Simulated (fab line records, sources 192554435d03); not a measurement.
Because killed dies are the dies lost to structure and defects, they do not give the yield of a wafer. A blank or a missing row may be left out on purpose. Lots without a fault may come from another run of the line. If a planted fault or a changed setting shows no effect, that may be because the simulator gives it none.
fab line records ; flow n5_finfet
record: lots: 7; wafers: 20; last_day: 17
route steps=1938 shown PASSIVATION@1917
lots that met no fault: from a run of the same line without faults
start_h: the number of hours between the record's first day and the start of the first shown wafer of the lot ; wait_h: how many hours have passed since the lot's step before this one ; " unchanged from the row above ; L1.1+2: a single row standing in for several wafers ; - either no value or no given start ; * or withheld: withheld ; < > ~ a bound
route shown NAME@n: names a module that has steps shown in the file, with the first one's number in the route ; usual: average and standard deviation across the fault-free wafers ; same: alike in all rows ; chamber/n: place in a boat ; sites: per-site readings ; _std_site: the standard deviation of these ; _edge_site: the outer-site mean with the inner-site mean subtracted ; radius_mm: for every site, how far away it sits from the centre of the wafer ; mask NAME#n: copy n ; behind: the last tool/chamber to shape the wafer ; hold: cause of the lot's hold/its duration in hours/its outcome ; device: the n, p or np transistor that did not switch ; end of line: the tests these same wafers got at the end of their route ; step lacking rows: just its recipe ; killed: not the wafer's yield, but the dies lost to structure and defects at the first sort ; map: a wafer's dies, x killed, . not, _ none there
set.NAME: the setting that was run; set.NAME@STEP: the one run at that earlier step ; model.NAME: the simulator's own value behind a step, which no gauge read
lots seen at some steps along the route; tables by step, rows by wafer
services: a tool's chamber out of use, with start hour (start_h, from the record's first day; less than 0 if before it), hours out, and reason
== steps ==
step: N5_PASSIVATION_HMDS_37
recipe: time_s: 60; temp_c: 120
step: N5_PASSIVATION_COAT_38
recipe: spin_rpm: 3000; resist_thk_nm: withheld
step: N5_PASSIVATION_EBR_40
recipe: solvent: PGMEA; ebr_width_mm: 1.5
step: N5_PASSIVATION_SOFTBAKE_39
recipe: temp_c: 110; time_s: 120
step: N5_PASSIVATION_EXPOSE_41
recipe: mask_id: PASS_OPEN; na: 0.55; defocus_nm: 0; source_shape: conventional; sigma_outer: 0.8; polarization: unpolarized; target_cd_nm: 40000; dose_mj: 57.25
step: N5_PASSIVATION_PEB_42
recipe: peb_temp_c: withheld; peb_time_s: *
step: N5_PASSIVATION_DEVELOP_43
recipe: develop_time_s: 60; rinse_liquid: diw; dry: air_spin; dev_temp_c: 21
step: N5_PASSIVATION_HARDBAKE_45
recipe: temp_c: 130; time_s: 120
step: N5_PASSIVATION_CD_MEAS_44
recipe: target_cd_nm: 40000; landing_energy_ev: 500; detector: se_inlens
usual: cd_nm: 39999/5.9
lot.wafer;tool;chamber;start_h;wait_h;cd_nm
L340.1;cd_sem-01;0;288.87;-;39996
L340.3;cd_sem-01;0;288.87;-;39995
L340.4;cd_sem-01;0;288.87;-;39996
L343.2;cd_sem-02;0;294.18;-;40004
L343.3;cd_sem-02;0;294.18;-;40000
L343.6;cd_sem-02;0;294.18;-;40009
L350.3;cd_sem-01;0;330.07;-;39998
L350.4;cd_sem-01;0;330.07;-;40001
L350.6;cd_sem-01;0;330.07;-;40007
L355.1;cd_sem-03;0;360.03;-;40005
L355.3;cd_sem-03;0;360.03;-;40011
L355.5;cd_sem-03;0;360.03;-;40000
L354.2;cd_sem-01;0;380.29;-;40005
L354.5;cd_sem-01;0;380.29;-;40002
L361.2;cd_sem-03;0;396.53;-;40002
L361.4;cd_sem-03;0;396.53;-;40007
L361.5;cd_sem-03;0;396.53;-;40008
L362.1;cd_sem-03;0;400.24;-;39991
L362.4;cd_sem-03;0;400.24;-;40002
L362.6;cd_sem-03;0;400.24;-;39996
step: N5_PASSIVATION_OVL_MEAS_66
recipe: points_per_wafer: 44
usual: PASS_OPEN_OVL: 3/5.2
lot.wafer;tool;chamber;start_h;wait_h;PASS_OPEN_OVL[nm]
L340.1;overlay-01;0;288.90;0.0;5
L340.3;overlay-01;0;288.90;0.0;5
L340.4;overlay-01;0;288.90;0.0;6
L343.2;overlay-01;0;294.21;0.0;6
L343.3;overlay-01;0;294.21;0.0;3
L343.6;overlay-01;0;294.21;0.0;2
L350.3;overlay-01;0;330.09;0.0;13
L350.4;overlay-01;0;330.09;0.0;11
L350.6;overlay-01;0;330.09;0.0;6
L355.1;overlay-02;0;360.06;0.0;-2
L355.3;overlay-02;0;360.06;0.0;-3
L355.5;overlay-02;0;360.06;0.0;-10
L354.2;overlay-01;0;380.32;0.0;8
L354.5;overlay-01;0;380.32;0.0;5
L361.2;overlay-02;0;396.56;0.0;0
L361.4;overlay-02;0;396.56;0.0;-2
L361.5;overlay-02;0;396.56;0.0;9
L362.1;overlay-02;0;400.27;0.0;1
L362.4;overlay-02;0;400.27;0.0;-2
L362.6;overlay-02;0;400.27;0.0;1
step: N5_PASSIVATION_INSPECT_67
recipe: mode: adi; inspect_instrument: macro
usual: raw_defect_count: 1.9/1.6
lot.wafer;tool;chamber;start_h;wait_h;raw_defect_count
L340.1;defect_inspect-02;-;288.92;0.0;1
L340.3;defect_inspect-02;-;288.92;0.0;0
L340.4;defect_inspect-02;-;288.92;0.0;7
L343.2;defect_inspect-01;-;294.24;0.0;1
L343.3;defect_inspect-01;-;294.24;0.0;3
L343.6;defect_inspect-01;-;294.24;0.0;1
L350.3;defect_inspect-02;-;330.12;0.0;1
L350.4;defect_inspect-02;-;330.12;0.0;3
L350.6;defect_inspect-02;-;330.12;0.0;0
L355.1;defect_inspect-02;-;360.09;0.0;3
L355.3;defect_inspect-02;-;360.09;0.0;1
L355.5;defect_inspect-02;-;360.09;0.0;2
L354.2;defect_inspect-02;-;380.35;0.0;1
L354.5;defect_inspect-02;-;380.35;0.0;2
L361.2;defect_inspect-02;-;396.58;0.0;0
L361.4;defect_inspect-02;-;396.58;0.0;6
L361.5;defect_inspect-02;-;396.58;0.0;0
L362.1;defect_inspect-01;-;400.29;0.0;3
L362.4;defect_inspect-01;-;400.29;0.0;2
L362.6;defect_inspect-01;-;400.29;0.0;0
step: N5_PASSIVATION_DESCUM_46
recipe: chemistry: O2; time_s: 7.9; source_power_w: 50; bias_power_w: 20; pressure_mtorr: 20; rf_frequency_hz: 2.712e+07; temp_c: 40; o2_flow_sccm: 225
usual: chamber_pressure_mTorr: 20.002/0.018; drypump_motor_current_A: 5.6/0.41; oes_product_au: 0.81/0.082; rf_vpp_V: 242.7/1.2; showerhead_plenum_p_Torr: 2.06/0.06; throttle_valve_pct: 20.27/0.21
lot.wafer;tool;chamber;start_h;wait_h;chamber_pressure_mTorr;drypump_motor_current_A;oes_product_au;rf_hours_counter_h;rf_vpp_V;showerhead_plenum_p_Torr;throttle_valve_pct
L340.1;rie_diel-04;3;288.97;0.0;20.004;4.9;0.75;195;240.5;1.97;20.35
L340.3;rie_diel-04;0;288.97;0.0;20.000;6.1;0.97;2;241.0;2.03;20.07
L340.4;rie_diel-04;2;288.97;0.0;20.003;5.6;0.79;103;242.5;2.03;20.22
L343.2;rie_diel-03;3;294.27;0.0;19.963;5.4;0.95;13;242.1;2.06;20.50
L343.3;rie_diel-03;2;294.27;0.0;20.036;5.6;0.85;70;244.2;2.10;19.87
L343.6;rie_diel-03;1;294.27;0.0;20.000;5.1;0.83;-;243.4;2.12;20.31
L350.3;rie_diel-01;1;330.15;0.0;20.013;5.7;0.79;114;242.2;2.09;19.90
L350.4;rie_diel-01;2;330.15;0.0;19.997;5.9;0.84;62;242.9;2.04;20.21
L350.6;rie_diel-01;3;330.15;0.0;19.997;5.3;0.66;-;242.3;2.16;20.56
L355.1;rie_diel-04;1;360.12;0.0;20.004;5.4;0.81;97;242.3;2.03;20.45
L355.3;rie_diel-04;3;360.12;0.0;19.982;5.0;0.72;219;241.1;1.96;20.37
L355.5;rie_diel-04;0;360.12;0.0;19.986;6.1;0.91;-;242.8;2.02;20.09
L354.2;rie_diel-04;0;381.54;1.2;20.058;6.0;0.88;36;240.3;2.02;20.11
L354.5;rie_diel-04;3;381.54;1.2;19.989;4.9;0.71;-;242.4;1.96;20.40
L361.2;rie_diel-04;3;396.99;0.4;20.043;4.9;0.70;237;242.9;1.96;20.42
L361.4;rie_diel-04;0;396.99;0.4;19.962;6.0;0.90;44;242.9;2.02;20.13
L361.5;rie_diel-04;0;396.99;0.4;20.039;6.0;0.89;-;241.3;2.02;20.12
L362.1;rie_diel-03;3;401.68;1.4;20.011;5.4;0.87;48;242.1;2.05;20.55
L362.4;rie_diel-03;0;401.68;1.4;20.004;6.4;0.94;5;242.5;2.04;20.28
L362.6;rie_diel-03;0;401.68;1.4;19.994;6.4;0.95;-;242.1;2.04;20.28
step: N5_PASSIVATION_PASS_ETCH_47
recipe: chemistry: CF4/O2; target: SiNx; target_depth_a: 7700; time_s: 385; ion_energy_ev: 100; pressure_mtorr: 40; source_w: 535; bias_w: 49; Ar_flow_sccm: 100; cf4_flow_sccm: 100; O2_flow_sccm: 10
usual: chamber_pressure_mTorr: 40.00/0.037; drypump_motor_current_A: 5.6/0.41; oes_ar_750_au: 0.82/0.084; oes_product_au: 0.81/0.083; rf_vpp_V: 237/5.9; showerhead_plenum_p_Torr: 2.18/0.06; throttle_valve_pct: 15.76/0.21
lot.wafer;tool;chamber;start_h;wait_h;chamber_pressure_mTorr;drypump_motor_current_A;oes_ar_750_au;oes_product_au;rf_hours_counter_h;rf_vpp_V;showerhead_plenum_p_Torr;throttle_valve_pct;model.etch.depth_nm
L340.1;rie_diel-04;3;289.00;0.0;39.96;4.9;0.74;0.74;196;234;2.10;15.97;736.2
L340.3;rie_diel-04;0;289.00;0.0;39.98;6.1;0.98;0.99;2;242;2.16;15.56;765.1
L340.4;rie_diel-04;2;289.00;0.0;40.02;5.5;0.77;0.77;103;241;2.13;15.63;771.4
L343.2;rie_diel-03;3;294.31;0.0;39.94;5.4;0.95;0.94;13;237;2.15;15.83;811.4
L343.3;rie_diel-03;2;294.31;0.0;39.98;5.6;0.82;0.84;70;245;2.22;15.41;774.8
L343.6;rie_diel-03;1;294.31;0.0;39.98;5.1;0.87;0.84;-;225;2.22;15.70;795.3
L350.3;rie_diel-01;1;330.19;0.0;40.01;5.7;0.79;0.78;114;236;2.22;15.49;796.4
L350.4;rie_diel-01;2;330.19;0.0;39.93;5.9;0.86;0.85;62;235;2.16;15.73;772.4
L350.6;rie_diel-01;3;330.19;0.0;40.00;5.3;0.68;0.67;-;235;2.26;16.03;775.3
L355.1;rie_diel-04;1;360.16;0.0;39.96;5.4;0.80;0.86;97;240;2.12;15.82;1013
L355.3;rie_diel-04;3;360.16;0.0;40.02;4.9;0.72;0.72;219;233;2.09;16.01;735.5
L355.5;rie_diel-04;0;360.16;0.0;40.02;6.1;0.92;0.92;-;243;2.15;15.63;769.1
L354.2;rie_diel-04;0;381.57;0.0;39.90;6.1;0.89;0.95;36;243;2.14;15.63;999
L354.5;rie_diel-04;3;381.57;0.0;40.02;4.9;0.72;0.72;-;233;2.09;16.05;725.7
L361.2;rie_diel-04;3;397.02;0.0;39.95;4.9;0.71;0.76;237;232;2.09;16.07;946.6
L361.4;rie_diel-04;0;397.02;0.0;40.01;6.0;0.88;0.89;44;240;2.14;15.64;771.9
L361.5;rie_diel-04;0;397.02;0.0;40.01;6.1;0.88;0.88;-;242;2.14;15.66;764.2
L362.1;rie_diel-03;3;401.72;0.0;39.99;5.4;0.88;0.88;48;236;2.14;15.90;800.6
L362.4;rie_diel-03;0;401.72;0.0;40.01;6.4;0.97;0.95;5;232;2.18;15.76;762.7
L362.6;rie_diel-03;0;401.72;0.0;39.97;6.4;0.97;0.97;-;231;2.18;15.77;768.8
step: N5_PASSIVATION_ETCH_54
recipe: chemistry: CHF3/O2; target: SiO2; target_depth_a: 8800; CHF3_flow_sccm: 50; O2_flow_sccm: 5; Ar_flow_sccm: 200; time_s: 440; mask_material: PR; pressure_mtorr: 30; source_w: 650; bias_w: 170; ion_energy_ev: 200
usual: chamber_pressure_mTorr: 30.000/0.028; drypump_motor_current_A: 5.6/0.42; oes_ar_750_au: 0.82/0.083; oes_product_au: 0.81/0.082; rf_vpp_V: 515/12; showerhead_plenum_p_Torr: 2.38/0.065; throttle_valve_pct: 18.69/0.23
lot.wafer;tool;chamber;start_h;wait_h;chamber_pressure_mTorr;drypump_motor_current_A;oes_ar_750_au;oes_product_au;rf_hours_counter_h;rf_vpp_V;showerhead_plenum_p_Torr;throttle_valve_pct
L340.1;rie_diel-04;3;289.23;0.1;30.014;4.9;0.73;0.74;196;508;2.30;18.93
L340.3;rie_diel-04;0;289.23;0.1;30.016;6.1;0.98;0.99;2;526;2.36;18.54
L340.4;rie_diel-04;2;289.23;0.1;29.974;5.5;0.77;0.77;103;523;2.32;18.52
L343.2;rie_diel-03;3;294.53;0.1;29.979;5.4;0.95;0.94;13;516;2.34;18.76
L343.3;rie_diel-03;2;294.53;0.1;30.020;5.6;0.84;0.85;70;529;2.41;18.24
L343.6;rie_diel-03;1;294.53;0.1;29.989;5.1;0.86;0.83;-;492;2.45;18.73
L350.3;rie_diel-01;1;330.41;0.1;30.050;5.7;0.79;0.78;114;511;2.44;18.43
L350.4;rie_diel-01;2;330.41;0.1;30.034;5.9;0.86;0.85;62;507;2.37;18.70
L350.6;rie_diel-01;3;330.41;0.1;29.993;5.3;0.68;0.67;-;517;2.48;18.95
L355.1;rie_diel-04;1;360.38;0.1;30.008;5.4;0.80;0.80;97;524;2.32;18.77
L355.3;rie_diel-04;3;360.38;0.1;30.016;4.9;0.72;0.72;219;508;2.29;18.98
L355.5;rie_diel-04;0;360.38;0.1;30.045;6.0;0.92;0.92;-;527;2.35;18.57
L354.2;rie_diel-04;0;381.80;0.1;30.004;6.0;0.89;0.89;36;527;2.35;18.61
L354.5;rie_diel-04;3;381.80;0.1;30.002;4.9;0.71;0.72;-;507;2.29;18.98
L361.2;rie_diel-04;3;397.25;0.1;29.984;4.9;0.71;0.71;237;508;2.29;18.99
L361.4;rie_diel-04;0;397.25;0.1;30.052;6.0;0.87;0.89;44;527;2.34;18.61
L361.5;rie_diel-04;0;397.25;0.1;29.971;6.0;0.88;0.89;-;528;2.34;18.64
L362.1;rie_diel-03;3;401.95;0.1;29.954;5.4;0.88;0.87;48;515;2.33;18.81
L362.4;rie_diel-03;0;401.95;0.1;29.997;6.4;0.96;0.96;5;507;2.38;18.78
L362.6;rie_diel-03;0;401.95;0.1;30.016;6.4;0.96;0.96;-;507;2.38;18.78
step: N5_PASSIVATION_PROBE_49
usual: defect_limited_yield: 91.1/1.4; killed_at_M0_to_M3: 36/9.9; killed_at_M4_up: 13/5.8; killed_at_contacts: 14/5.9; killed_at_front_end: 39/11; killed_at_other: 3.4/2.9; killed_dies: 105/17; killed_on_rim: 15/3.9; killed_open: 70/13; killed_short: 34/7.3; sort_bin_5_function: 5.3/1; sort_bin_6_memory: 3.3/0.62; sort_n_pass: 1075/17; sort_yield_pct: 91.1/1.4
same: gross_dies: 1180; killed_at_back_side: 0; sort_bin_4_leakage[%]: 0; sort_bin_8_speed[%]: 0
lot.wafer;tool;chamber;start_h;wait_h;defect_limited_yield[%];killed_at_M0_to_M3;killed_at_M4_up;killed_at_contacts;killed_at_front_end;killed_at_other;killed_dies;killed_on_rim;killed_open;killed_short;sort_bin_5_function[%];sort_bin_6_memory[%];sort_n_pass;sort_yield_pct[%]
L340.1;prober-02;-;292.01;0.0;90.7;31;22;11;43;3;110;17;75;35;5.5;3.6;1070;90.7
L340.3;prober-02;-;292.11;0.1;91.6;23;21;9;43;3;99;15;69;28;4.3;4.0;1081;91.6
L340.4;prober-02;-;292.16;0.2;89.7;46;15;16;44;1;122;22;75;39;5.3;4.1;1058;89.7
L350.3;prober-02;-;333.66;0.5;92.8;45;6;10;23;1;85;12;54;30;3.9;3.2;1095;92.8
L350.4;prober-02;-;333.71;0.5;92.2;33;21;14;23;1;92;11;63;29;4.8;2.6;1088;92.2
L350.6;prober-02;-;333.81;0.6;93.6;39;10;6;20;0;75;10;55;19;4.0;2.4;1105;93.6
L355.1;prober-01;-;363.18;0.0;92.9;28;6;8;34;8;84;11;56;28;4.2;2.7;1096;92.9
L355.5;prober-01;-;363.38;0.2;93.5;24;8;14;30;1;77;5;54;23;4.0;2.2;1103;93.5
L354.2;prober-02;-;384.63;0.1;91.7;30;13;19;36;0;98;15;67;29;4.5;3.6;1082;91.7
L354.5;prober-02;-;384.78;0.2;91.1;44;11;14;31;5;105;11;73;30;4.8;3.8;1075;91.1
L361.2;prober-01;-;400.50;0.1;90.7;48;11;17;32;2;110;17;82;26;6.4;3.0;1070;90.7
L361.4;prober-01;-;400.60;0.2;87.1;74;16;29;30;3;152;20;103;48;8.2;4.3;1028;87.1
L361.5;prober-01;-;400.65;0.2;90.9;55;17;16;17;2;107;10;66;39;5.7;3.3;1073;90.9
L362.1;prober-02;-;404.74;0.0;92.4;28;3;21;35;3;90;15;59;29;5.2;2.4;1090;92.4
L362.4;prober-02;-;404.89;0.2;91.7;32;7;11;45;3;98;15;56;42;5.1;2.8;1082;91.7
L362.6;prober-02;-;404.99;0.3;90.6;24;24;26;33;4;111;12;79;30;5.9;3.2;1069;90.6
killed by level:class
L340.1 FIN_SAQP:geometric_particle:open=14 BEOL_M0_SAQP:geometric_particle:open=10 FIN_SAQP:geometric_particle:short=9 BEOL_M4:geometric_particle:open=9 BEOL_M3:geometric_particle:open=9 BEOL_M0_SAQP:geometric_particle:short=8 MOL_CONTACT_COAG:geometric_particle:open=7 GATE_CUT:geometric_particle:short=5
L340.3 FIN_SAQP:geometric_particle:open=10 BEOL_M0_SAQP:geometric_particle:open=10 MOL_CONTACT_COAG:geometric_particle:open=8 BEOL_M0_SAQP:geometric_particle:short=7 DUMMY_GATE:geometric_particle:open=6 STI_FIN_REVEAL:geometric_particle:open=5 BEOL_M3:geometric_particle:open=5 BEOL_M4:geometric_particle:open=5
L340.4 BEOL_M0_SAQP:geometric_particle:open=18 MOL_CONTACT_COAG:geometric_particle:open=15 BEOL_M0_SAQP:geometric_particle:short=13 BEOL_M4:geometric_particle:open=8 HKMG_FIN:area_etch=7 FIN_SAQP:geometric_particle:short=6 STI_FIN_REVEAL:geometric_particle:open=5 BEOL_M3:geometric_particle:open=5
L350.3 BEOL_M0_SAQP:geometric_particle:short=9 MOL_CONTACT_COAG:geometric_particle:open=8 BEOL_M0_SAQP:geometric_particle:open=7 BEOL_M2:geometric_particle:open=7 BEOL_M3:geometric_particle:open=7 BEOL_M0:geometric_particle:open=6 FIN_SAQP:geometric_particle:short=5 BEOL_M1:geometric_particle:open=4
L350.4 MOL_CONTACT_COAG:geometric_particle:open=11 BEOL_M4:geometric_particle:open=11 BEOL_M0_SAQP:geometric_particle:open=8 BEOL_M2:geometric_particle:open=6 DUMMY_GATE:geometric_particle:open=5 GATE_CUT:geometric_particle:short=5 BEOL_M0:geometric_particle:open=5 BEOL_M3:geometric_particle:open=5
L350.6 BEOL_M2:geometric_particle:open=10 BEOL_M3:geometric_particle:open=9 BEOL_M0_SAQP:geometric_particle:short=8 STARTING-WAFER:geometric_particle:open=7 BEOL_M4:geometric_particle:open=7 MOL_CONTACT_COAG:geometric_particle:open=6 DUMMY_GATE:geometric_particle:open=5 BEOL_M0_SAQP:geometric_particle:open=4
L355.1 BEOL_M2:geometric_particle:open=12 STI_FIN_REVEAL:geometric_particle:open=5 DUMMY_GATE:geometric_particle:open=5 MOL_CONTACT_COAG:geometric_particle:open=5 BEOL_M0_SAQP:geometric_particle:open=5 BEOL_M1:geometric_particle:open=5 ILD0:geometric_particle:short=4 STARTING-WAFER:geometric_particle:open=4
L355.5 MOL_CONTACT_COAG:geometric_particle:open=12 FIN_SAQP:geometric_particle:short=6 BEOL_M0_SAQP:geometric_particle:open=6 BEOL_M1:geometric_particle:open=6 STI_FIN_REVEAL:geometric_particle:open=5 BEOL_M0_SAQP:geometric_particle:short=5 FIN_SAQP:geometric_particle:open=4 DUMMY_GATE:geometric_particle:open=3
L354.2 MOL_CONTACT_COAG:geometric_particle:open=17 FIN_SAQP:geometric_particle:open=9 BEOL_M0_SAQP:geometric_particle:short=9 BEOL_M0_SAQP:geometric_particle:open=9 FIN_SAQP:geometric_particle:short=6 BEOL_M2:geometric_particle:open=6 BEOL_M3:geometric_particle:open=4 BEOL_M8:geometric_particle:open=4
L354.5 MOL_CONTACT_COAG:geometric_particle:open=13 BEOL_M2:geometric_particle:open=13 BEOL_M0_SAQP:geometric_particle:open=9 BEOL_M3:geometric_particle:open=8 BEOL_M0_SAQP:geometric_particle:short=8 FIN_SAQP:geometric_particle:open=7 STARTING-WAFER:geometric_particle:open=5 BEOL_M4:geometric_particle:open=4
L361.2 MOL_CONTACT_COAG:geometric_particle:open=16 BEOL_M3:geometric_particle:open=16 BEOL_M2:geometric_particle:open=11 FIN_SAQP:geometric_particle:open=8 STI_FIN_REVEAL:geometric_particle:open=7 BEOL_M3:geometric_particle:short=5 BEOL_M0_SAQP:geometric_particle:open=4 BEOL_M5:geometric_particle:open=4
L361.4 MOL_CONTACT_COAG:geometric_particle:open=23 BEOL_M2:geometric_particle:open=20 BEOL_M0_SAQP:geometric_particle:open=17 BEOL_M0_SAQP:geometric_particle:short=12 BEOL_M4:geometric_particle:open=7 BEOL_M3:geometric_particle:open=7 FIN_SAQP:geometric_particle:short=6 MOL_CONTACT_COAG:geometric_particle:short=6
L361.5 BEOL_M0_SAQP:geometric_particle:short=15 MOL_CONTACT_COAG:geometric_particle:open=13 BEOL_M0_SAQP:geometric_particle:open=10 BEOL_M2:geometric_particle:open=9 BEOL_M1:geometric_particle:open=7 BEOL_M3:geometric_particle:open=7 FIN_SAQP:geometric_particle:short=4 BEOL_M4:geometric_particle:open=4
L362.1 MOL_CONTACT_COAG:geometric_particle:open=19 BEOL_M0_SAQP:geometric_particle:short=11 FIN_SAQP:geometric_particle:short=8 STI_FIN_REVEAL:geometric_particle:open=6 BEOL_M0_SAQP:geometric_particle:open=6 FIN_SAQP:geometric_particle:open=5 DUMMY_GATE:geometric_particle:open=5 GATE_CUT:geometric_particle:short=3
L362.4 FIN_SAQP:geometric_particle:short=14 FIN_SAQP:geometric_particle:open=12 MOL_CONTACT_COAG:geometric_particle:open=8 BEOL_M0_SAQP:geometric_particle:open=8 BEOL_M0_SAQP:geometric_particle:short=6 STI_FIN_REVEAL:geometric_particle:open=5 BEOL_M3:geometric_particle:short=5 BEOL_M3:geometric_particle:open=4
L362.6 MOL_CONTACT_COAG:geometric_particle:open=21 STI_FIN_REVEAL:geometric_particle:open=11 FIN_SAQP:geometric_particle:open=6 BEOL_M5:geometric_particle:open=6 FIN_SAQP:geometric_particle:short=5 MOL_CONTACT_COAG:geometric_particle:short=5 BEOL_M2:geometric_particle:open=5 BEOL_M4:geometric_particle:open=5
== services ==
tool;chamber;start_h;hours;kind
rie_diel-01;0;293.81;-;clean
rie_diel-01;0;293.81;-;consumable_replace:focus_ring
rie_diel-01;0;293.81;-;consumable_replace:showerhead
rie_diel-01;0;293.81;15.5;scheduled_down
rie_diel-01;0;293.81;15.5;vent_cycle
rie_diel-03;0;357.48;-;clean
rie_diel-03;0;357.48;-;consumable_replace:focus_ring
rie_diel-03;0;357.48;17.5;scheduled_down
rie_diel-03;0;357.48;17.5;vent_cycle
rie_diel-01;3;359.84;-;clean
rie_diel-01;3;359.84;-;consumable_replace:focus_ring
rie_diel-01;3;359.84;24.6;scheduled_down
rie_diel-01;3;359.84;24.6;vent_cycle
rie_diel-03;1;362.98;15.7;repair
rie_diel-03;-;375.35;15.6;pm
rie_diel-01;-;394.24;10.0;pm
== key ==
first_sign none at tools or gauges
model_effect: step: N5_PASSIVATION_PASS_ETCH_47; value: etch.depth_nm; without: 756.8; struck: 986.3
met_at N5_PASSIVATION_PASS_ETCH_47
struck_wafers L354.2,L355.1,L361.2
onset_between 289.00 360.16
fault: kind: process_parameter_drift; tool: rie_diel-04; chamber: -; onset_h: 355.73; steps: N5_PASSIVATION_PASS_ETCH_47; channel: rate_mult; offset: 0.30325; shape: step; end_h: 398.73; scope: struck_wafers_only
